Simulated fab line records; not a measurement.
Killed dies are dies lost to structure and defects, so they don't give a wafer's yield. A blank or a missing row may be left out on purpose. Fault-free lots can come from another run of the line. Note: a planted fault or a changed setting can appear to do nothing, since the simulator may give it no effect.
A single fault, viewed from 2 desks + flow nand_harc + each desk has only its own numbers; what lay behind them comes last

DESK OF THE TOOL OWNER: rie_diel-08
The tool's own readings at NHARC_A_BLC_ETCH_18 (etches the open film in C4F8/O2/Ar, target depth 910 nm): means of the sampled wafers that have a number, for each lot that ran on this tool. Marked OUT: a lot whose mean sits more than 4 standard deviations from the usual mean, which makes it out of limits; the brackets give that distance.
Columns: A = oes_product_au at NHARC_A_BLC_ETCH_18, usual 0.955 a.u.; B = rf_vpp_V at NHARC_A_BLC_ETCH_18, usual 976 V
| lot  | first seen here | A     | B   |
|------|-----------------|-------|-----|
| L211 | day 17 19:22    | 0.928 | 977 |
| L215 | day 18 19:09    | 0.979 | 977 |
| L218 | day 19 18:50    | 0.930 | 979 |
| L219 | day 20 16:50    | 0.932 | 974 |
| L222 | day 21 00:36    | 0.963 | 975 |
| L225 | day 21 16:37    | 0.935 | 979 |
| L230 | day 22 10:08    | 0.960 | 977 |
This desk found nothing out of limits on any of the 7 lots.

AT THE METROLOGY DESK
Lot by lot, what the gauges showed, no matter which tool ran the lot: averages of those sampled wafers that carry a number. Marked OUT: a lot whose mean sits more than 4 standard deviations from the usual mean, which makes it out of limits; the brackets give that distance.
Columns: A = cd_nm at NHARC_THIN_TSV_CD_MEAS_37, usual 5002 nm
| lot  | first seen here | A    |
|------|-----------------|------|
| L211 | day 19 14:22    | 5002 |
| L212 | day 19 18:16    | 5002 |
| L215 | day 20 11:31    | 4999 |
| L216 | day 20 12:14    | 5002 |
| L217 | day 20 16:10    | 5001 |
| L220 | day 21 14:52    | 5002 |
| L218 | day 21 16:08    | 5004 |
| L219 | day 22 04:23    | 5002 |
| L222 | day 23 01:13    | 5008 |
| L223 | day 23 06:17    | 5002 |
| L225 | day 23 17:01    | 5002 |
| L227 | day 23 22:50    | 5003 |
| L230 | day 24 02:11    | 5002 |
| L233 | day 24 11:03    | 4998 |
This desk found nothing out of limits on any of the 14 lots.

PUT TOGETHER
The tool owner's desk saw nothing out of limits.
At the metrology desk, nothing out of limits was observed.

WHAT THE SIMULATOR HAD INSERTED
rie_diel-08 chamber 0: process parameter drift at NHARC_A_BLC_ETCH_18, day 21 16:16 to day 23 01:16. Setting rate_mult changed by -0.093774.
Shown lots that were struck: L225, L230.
